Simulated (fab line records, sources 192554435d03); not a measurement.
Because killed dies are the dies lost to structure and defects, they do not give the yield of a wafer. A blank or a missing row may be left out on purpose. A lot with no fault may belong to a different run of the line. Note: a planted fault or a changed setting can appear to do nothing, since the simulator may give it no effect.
Struck lot and sound lot, side by side :: flow n5Finfet :: 18 out of 1938 route steps
Sound: wafers L525.3, L525.4, L525.5. Wafers struck: L529.2, L529.3, L529.5. The cause comes at the end.
Per side, at each step with rows, come the tool, then ch with its chambers, and then its first start. Under that, the readings that differ: sound wafers :: struck wafers :: difference of the means :: sigmas: that difference in standard deviations of wafers without a fault.
alike: readings whose means differ by less than 2 such deviations, and words and numbers that are the same on both sides. not compared: withheld readings, readings that some wafer has no value for, bounds like >300 that may hide the same value, and numbers for which the record gives no deviation and whose values overlap.
The two part at a step that has a row with sigmas, a row that says differs or no value, or rows on one side only. Numbers that have no deviation but don't overlap get no sigmas and don't part them. A reading that every wafer of one side lacks parts them only if that side has two wafers or more.

first, 1 step without rows for these wafers: N5_BEOL_M10_STRIP_77 (strips in N2/H2, time 10 s).
N5_BEOL_M10_OCD_MEAS_38:
  sound on ocd-01 at day 11 06:40; struck on ocd-02 at day 14 07:44
  alike: trenchDepthNm
then, 4 steps without rows for these wafers: N5_BEOL_M10_HM_STRIP_39 (strips TiN in peroxide tin strip, target depth 25 nm, time 158 s); N5_BEOL_M10_SRD_40 (time 30 s); N5_BEOL_M10_PRECLEAN_42 (cleans in residue remover, time 60 s); N5_BEOL_M10_SRD_43 (time 30 s).
N5_BEOL_M10_CD_MEAS_35: target cd 70 nm.
  sound on cdSem-02 at day 11 06:49; struck on cdSem-01 at day 14 07:53
  alike: cdNm
N5_BEOL_M10_CURE_72: cures SiCOH lowk, time 120 s.
  sound on uvCure-02 ch 2, day 11 06:58; struck on uvCure-02 ch 0, day 14 07:59
  alike: lampPowerPct, wafer_temp_C_max
N5_BEOL_M10_DEGAS_44: time 60 s.
  sound on pvdSputter-02 at day 11 08:59; struck on pvdSputter-03 at day 14 08:20
  alike: heaterPowerW, susceptorTempC
then, 2 steps without rows for these wafers: N5_BEOL_M10_PRE_CLEAN_45 (time 30 s); N5_BEOL_M10_ALD_74 (deposits TaN, target thk 2 nm, pulse time 2 s, purge time 3 s).
N5_BEOL_M10_SURFACE_TREAT_76:
  sound on pvdSputter-02 at day 11 09:22; struck on pvdSputter-01 at day 14 08:55
  alike: arFlowSccm
  not compared: throttleValvePct
N5_BEOL_M10_CVD_75: deposits Co from CCTBA/H2, target thk 2 nm, time 138.9 s.
  sound on cvdCo-02 ch 0,2, day 11 09:26; struck on cvdCo-02 ch 1,2, day 14 09:41
N5_BEOL_M10_SPUTTER_48: material Cu, target thk 12 nm, time 2 s.
  sound on pvdSputter-02 at day 11 09:32; struck on pvdSputter-01 at day 14 10:44
  alike: susceptorTempC, throttleValvePct
then, 1 step without rows for these wafers: N5_BEOL_M10_ECD_50 (material Cu, target thk 318 nm).
N5_BEOL_M10_ANNEAL_51: time 90 s.
  sound on rtpAnneal-02 ch 0, day 11 09:52; struck on rtpAnneal-01 ch 0, day 14 11:00
  alike: wafer_temp_C_max
N5_BEOL_M10_CMP_52: polishes, stops on SiCOH lowk, t overpolish 7 s, target thk 140 nm.
  sound on cmp-03 ch 0,1, day 11 10:07; struck on cmp-03 ch 0,1,2, day 14 11:16
  alike: barrierFieldEndpointS, motorCurrentA, overpolishRunS, timeToEndpointS
N5_BEOL_M10_THK_MEAS_53: measures by xrf.
  sound on filmMetro-02 at day 11 10:22; struck on filmMetro-01 at day 14 11:33
  alike: M10_THK

## WHERE THEY PART
Nowhere in this record.

WHY: the cause the simulator had injected
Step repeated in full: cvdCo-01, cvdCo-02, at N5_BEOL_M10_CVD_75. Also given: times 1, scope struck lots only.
